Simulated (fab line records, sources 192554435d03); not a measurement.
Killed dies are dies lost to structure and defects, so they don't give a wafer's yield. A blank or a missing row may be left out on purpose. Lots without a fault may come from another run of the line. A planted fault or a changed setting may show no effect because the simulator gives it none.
Which tool did it? | flow n5_finfet | 14 lots, 42 wafers sampled, at 6 steps of a route of 1938

WHAT THE GAUGES READ, wafer by wafer
N5_BEOL_M13_OCD_MEAS_35.
lot  | measured     | on     | trench_depth_nm (nm)
L532 | day 11 00:55 | ocd-02 | 420 423 405
L534 | day 11 08:56 | ocd-01 | 423 410 418
L535 | day 11 13:06 | ocd-01 | 404 413 404
L533 | day 11 14:09 | ocd-01 | 414 419 420
L536 | day 11 19:10 | ocd-01 | 416 407 420
L537 | day 11 21:59 | ocd-02 | 403 424 415
L538 | day 12 17:11 | ocd-01 | 417 415 422
L539 | day 12 19:09 | ocd-01 | 416 418 418
L540 | day 12 20:22 | ocd-02 | 416 418 411
L541 | day 13 05:28 | ocd-02 | 416 421 414
L551 | day 15 20:27 | ocd-01 | 417 408 420
L554 | day 16 09:45 | ocd-01 | 410 409 416
L553 | day 16 21:24 | ocd-02 | 406 415 418
L555 | day 16 22:52 | ocd-01 | 418 419 403

N5_BEOL_M14_CD_MEAS_17: target cd 250 nm.
lot  | measured     | on        | cd_nm (nm)
L532 | day 11 06:11 | cd_sem-03 | 252.0 250.8 250.7
L534 | day 11 11:59 | cd_sem-03 | 250.3 253.3 251.7
L535 | day 11 19:42 | cd_sem-03 | 251.3 249.9 250.0
L533 | day 11 20:58 | cd_sem-03 | 248.6 249.8 250.2
L536 | day 11 22:55 | cd_sem-01 | 251.4 250.5 251.8
L537 | day 12 06:01 | cd_sem-01 | 252.8 252.1 252.2
L538 | day 12 19:51 | cd_sem-01 | 252.2 255.2 252.6
L539 | day 12 22:25 | cd_sem-03 | - - -
L540 | day 13 00:43 | cd_sem-02 | - - -
L541 | day 13 11:49 | cd_sem-03 | 249.9 249.4 250.8
L551 | day 16 01:28 | cd_sem-01 | 250.5 252.5 251.3
L554 | day 16 12:58 | cd_sem-02 | 252.1 250.2 248.2
L553 | day 17 02:46 | cd_sem-01 | 250.9 252.3 251.3
L555 | day 17 02:47 | cd_sem-02 | 253.8 253.2 252.6

WHICH TOOL RAN EACH LOT (tool, then ch and the chambers of the sampled wafers, then the start)
lot  | N5_BEOL_M13_SPUTTER_45       | N5_BEOL_M13_DEP_53              | N5_BEOL_M14_ILD_DEP_00          | N5_BEOL_M14_VIA_ETCH_16
L532 | pvd_sputter-02, day 11 03:59 | pecvd-01 ch 0,1,2, day 11 04:55 | pecvd-01 ch 0,1,2, day 11 05:02 | rie_diel-04 ch 1,2,3, day 11 05:50
L534 | pvd_sputter-01, day 11 09:40 | pecvd-03 ch 0,1, day 11 10:37   | pecvd-02 ch 0,1,2, day 11 10:44 | rie_diel-06 ch 0,3, day 11 11:38
L535 | pvd_sputter-01, day 11 17:28 | pecvd-02 ch 0,1, day 11 18:26   | pecvd-04 ch 0,2, day 11 18:34   | rie_diel-01 ch 0,1, day 11 19:22
L533 | pvd_sputter-03, day 11 17:57 | pecvd-03 ch 0,2, day 11 19:22   | pecvd-01 ch 0,1, day 11 19:30   | rie_diel-01 ch 1,2,3, day 11 20:37
L536 | pvd_sputter-02, day 11 20:48 | pecvd-02 ch 1,2, day 11 21:46   | pecvd-04 ch 0,1,2, day 11 21:55 | rie_diel-06 ch 0,2,3, day 11 22:35
L537 | pvd_sputter-03, day 12 03:55 | pecvd-01 ch 0,1,2, day 12 04:52 | pecvd-01 ch 0,1,2, day 12 04:59 | rie_diel-06 ch 0,2,3, day 12 05:40
L538 | pvd_sputter-03, day 12 17:46 | pecvd-02 ch 1,2, day 12 18:41   | pecvd-01 ch 1,2, day 12 18:49   | rie_diel-01 ch 1,2, day 12 19:29
L539 | pvd_sputter-01, day 12 20:19 | pecvd-03 ch 0,2, day 12 21:16   | pecvd-02 ch 0,1,2, day 12 21:23 | rie_diel-01 ch 0,1, day 12 22:04
L540 | pvd_sputter-01, day 12 22:37 | pecvd-01 ch 1,2, day 12 23:33   | pecvd-02 ch 1,2, day 12 23:41   | rie_diel-01 ch 0,1,3, day 13 00:22
L541 | pvd_sputter-01, day 13 08:37 | pecvd-01 ch 0,1, day 13 10:29   | pecvd-02 ch 0,1,2, day 13 10:37 | rie_diel-01 ch 1,3, day 13 11:28
L551 | pvd_sputter-01, day 15 23:08 | pecvd-02 ch 0,1,2, day 16 00:20 | pecvd-02 ch 0,1,2, day 16 00:28 | rie_diel-06 ch 1,2,3, day 16 01:08
L554 | pvd_sputter-01, day 16 10:46 | pecvd-02 ch 0,1,2, day 16 11:41 | pecvd-04 ch 0,2, day 16 11:49   | rie_diel-04 ch 1,2, day 16 12:37
L553 | pvd_sputter-02, day 17 00:07 | pecvd-02 ch 0,1, day 17 01:04   | pecvd-02 ch 0,1,2, day 17 01:11 | rie_diel-01 ch 0,1,3, day 17 02:25
L555 | pvd_sputter-01, day 17 00:26 | pecvd-02 ch 0,1, day 17 01:23   | pecvd-04 ch 0,1,2, day 17 01:30 | rie_diel-06 ch 1,2, day 17 02:26
- N5_BEOL_M13_SPUTTER_45: material Cu, target thk 80 nm, time 13.33 s.
- N5_BEOL_M13_DEP_53: deposits SiCN from 3MS/NH3, target thk 50 nm, time 17.8 s.
- N5_BEOL_M14_ILD_DEP_00: deposits SiO2 from TEOS/O2, target thk 1119.3 nm, time 237.4 s.
- N5_BEOL_M14_VIA_ETCH_16: etches SiO2 in C4F8/O2/Ar, target depth 1231.3 nm.

WHAT THE TOOLS THEMSELVES READ (means of the sampled wafers that have a number; where no wafer has one, the mark that the record gives instead)
N5_BEOL_M13_SPUTTER_45.
lot  | tool           | cathode_dc_power_W (W) | substrate_temp_c (C) | throttle_valve_pct (%)
L532 | pvd_sputter-02 | 25999                  | -19.95               | 29.7
L534 | pvd_sputter-01 | 26002                  | -19.88               | 30.4
L535 | pvd_sputter-01 | 26006                  | -20.05               | 30.2
L533 | pvd_sputter-03 | 25996                  | -19.89               | 29.7
L536 | pvd_sputter-02 | 26000                  | -20.03               | 29.3
L537 | pvd_sputter-03 | 26007                  | -20.05               | 29.7
L538 | pvd_sputter-03 | 25998                  | -19.95               | 29.6
L539 | pvd_sputter-01 | 25999                  | -19.94               | 30.1
L540 | pvd_sputter-01 | 25999                  | -19.98               | 30.3
L541 | pvd_sputter-01 | 26001                  | -19.89               | 30.4
L551 | pvd_sputter-01 | 25999                  | -19.86               | 30.3
L554 | pvd_sputter-01 | 26000                  | -20.00               | 30.2
L553 | pvd_sputter-02 | 25998                  | -19.99               | 30.8
L555 | pvd_sputter-01 | 26000                  | -19.99               | 30.2

N5_BEOL_M13_DEP_53.
lot  | tool     | chamber_pressure_Torr (Torr) | rf_fwd_power_W (W) | showerhead_plenum_p_Torr (Torr) | showerhead_vpp_V (V) | throttle_valve_pct (%)
L532 | pecvd-01 | 2.996                        | 664.6              | 4.178                           | 1624                 | 17.7
L534 | pecvd-03 | 2.996                        | 666.1              | 4.156                           | 1626                 | 16.9
L535 | pecvd-02 | 3.002                        | 665.5              | 4.151                           | 1648                 | 19.1
L533 | pecvd-03 | 3.004                        | 667.9              | 4.160                           | 1532                 | 16.9
L536 | pecvd-02 | 3.002                        | 663.5              | 4.147                           | 1641                 | 17.2
L537 | pecvd-01 | 3.005                        | 666.3              | 4.185                           | 1631                 | 17.6
L538 | pecvd-02 | 2.997                        | 667.5              | 4.158                           | 1587                 | 18.3
L539 | pecvd-03 | 3.000                        | 666.1              | 4.170                           | 1497                 | 17.5
L540 | pecvd-01 | 2.996                        | 666.2              | 4.181                           | 1591                 | 17.7
L541 | pecvd-01 | 3.005                        | 666.3              | 4.184                           | 1635                 | 18.0
L551 | pecvd-02 | 3.006                        | 664.9              | 4.150                           | 1632                 | 18.1
L554 | pecvd-02 | 3.000                        | 666.9              | 4.152                           | 1647                 | 18.3
L553 | pecvd-02 | 2.996                        | 665.5              | 4.161                           | 1570                 | 19.3
L555 | pecvd-02 | 3.002                        | 667.3              | 4.152                           | 1653                 | 19.3

N5_BEOL_M14_ILD_DEP_00.
lot  | tool     | chamber_pressure_Torr (Torr) | heater_power_outer_w (W) | heater_power_w (W) | showerhead_plenum_p_Torr (Torr) | showerhead_vpp_V (V) | throttle_valve_pct (%)
L532 | pecvd-01 | 6.496                        | 265                      | 504                | 8.384                           | 1876                 | 18.2
L534 | pecvd-02 | 6.504                        | 332                      | 590                | 8.333                           | 1906                 | 18.9
L535 | pecvd-04 | 6.506                        | 228                      | 456                | 8.365                           | 1835                 | 17.7
L533 | pecvd-01 | 6.505                        | 253                      | 491                | 8.376                           | 1897                 | 18.3
L536 | pecvd-04 | 6.519                        | 259                      | 507                | 8.367                           | 1835                 | 18.3
L537 | pecvd-01 | 6.487                        | 264                      | 519                | 8.388                           | 1880                 | 18.3
L538 | pecvd-01 | 6.505                        | 254                      | 513                | 8.387                           | 1864                 | 18.3
L539 | pecvd-02 | -                            | -                        | -                  | -                               | -                    | -
L540 | pecvd-02 | -                            | -                        | -                  | -                               | -                    | -
L541 | pecvd-02 | 6.506                        | 363                      | 634                | 8.324                           | 1898                 | 18.9
L551 | pecvd-02 | 6.505                        | 339                      | 595                | 8.325                           | 1888                 | 18.9
L554 | pecvd-04 | 6.507                        | 237                      | 446                | 8.355                           | 1815                 | 17.9
L553 | pecvd-02 | 6.502                        | 375                      | 649                | 8.353                           | 1895                 | 19.0
L555 | pecvd-04 | 6.501                        | 294                      | 555                | 8.356                           | 1812                 | 18.3

N5_BEOL_M14_VIA_ETCH_16.
lot  | tool        | drypump_motor_current_A (A) | he_outer_torr (Torr) | oes_o_777_au (a.u.) | oes_product_au (a.u.) | rf_vpp_V (V) | showerhead_plenum_p_Torr (Torr) | throttle_valve_pct (%)
L532 | rie_diel-04 | 5.9                         | 30.01                | 0.77                | 0.69                  | 2220         | 3.43                            | 30.76
L534 | rie_diel-06 | 5.9                         | 30.01                | 0.74                | 0.66                  | 2222         | 3.55                            | 30.94
L535 | rie_diel-01 | 5.2                         | 30.01                | 0.87                | 0.80                  | 2206         | 3.45                            | 31.02
L533 | rie_diel-01 | 5.4                         | 30.00                | 0.80                | 0.73                  | 2202         | 3.42                            | 30.71
L536 | rie_diel-06 | 5.9                         | 29.97                | 0.78                | 0.71                  | 2212         | 3.49                            | 30.90
L537 | rie_diel-06 | 5.9                         | 29.99                | 0.79                | 0.70                  | 2212         | 3.49                            | 30.90
L538 | rie_diel-01 | 5.1                         | 29.99                | 0.78                | 0.72                  | 2198         | 3.37                            | 30.69
L539 | rie_diel-01 | 5.2                         | 30.05                | 0.85                | 0.32                  | 2206         | 3.45                            | 30.32
L540 | rie_diel-01 | 5.3                         | 30.03                | 0.85                | 0.31                  | 2200         | 3.44                            | 30.16
L541 | rie_diel-01 | 5.2                         | 30.01                | 0.83                | 0.76                  | 2190         | 3.39                            | 30.66
L551 | rie_diel-06 | 5.8                         | 30.05                | 0.81                | 0.73                  | 2196         | 3.41                            | 30.81
L554 | rie_diel-04 | 5.9                         | 30.05                | 0.87                | 0.79                  | 2216         | 3.45                            | 30.73
L553 | rie_diel-01 | 5.3                         | 29.99                | 0.81                | 0.73                  | 2198         | 3.42                            | 30.90
L555 | rie_diel-06 | 5.4                         | 30.00                | 0.85                | 0.77                  | 2187         | 3.37                            | 30.67

THE ANSWER, worked out from the rows above alone
Rule: what is usual is taken from the lots themselves. Put in order of their means at a reading, lots are off if they are a third of the lots or fewer, leave a main group of 4 or more, and stand apart from it by a gap of 3 or more times the standard deviation of the main group's means; of several such gaps the widest counts. A main group whose means are all the same, to the digits that the tables above print for the reading, isn't used. A lot without any number at a reading at which 4 lots or more have one is off too. The other lots that the step has rows for count as sound. The gauges are gone through in route order, then the tools' own readings, and for those a lot's mean is taken as printed above. The first step at which some lot is off is used, and at that step the reading that is off furthest; a lot without a number counts as furthest.
Off: L539, L540, at N5_BEOL_M14_CD_MEAS_17 (cd_nm). Without a number there: L539, L540. The main group: mean 251.3 nm, standard deviation 1.2.
A tool fits if, at a process step before that reading, it ran every lot that is off, and no sound lot after the first of them. The gauges at N5_BEOL_M14_CD_MEAS_17 aren't tried: what is off there is off at N5_BEOL_M14_ILD_DEP_00 too, on other tools, and a gauge's error can't cause that. None of those tried fits.

WHAT THE SIMULATOR HAD PUT IN
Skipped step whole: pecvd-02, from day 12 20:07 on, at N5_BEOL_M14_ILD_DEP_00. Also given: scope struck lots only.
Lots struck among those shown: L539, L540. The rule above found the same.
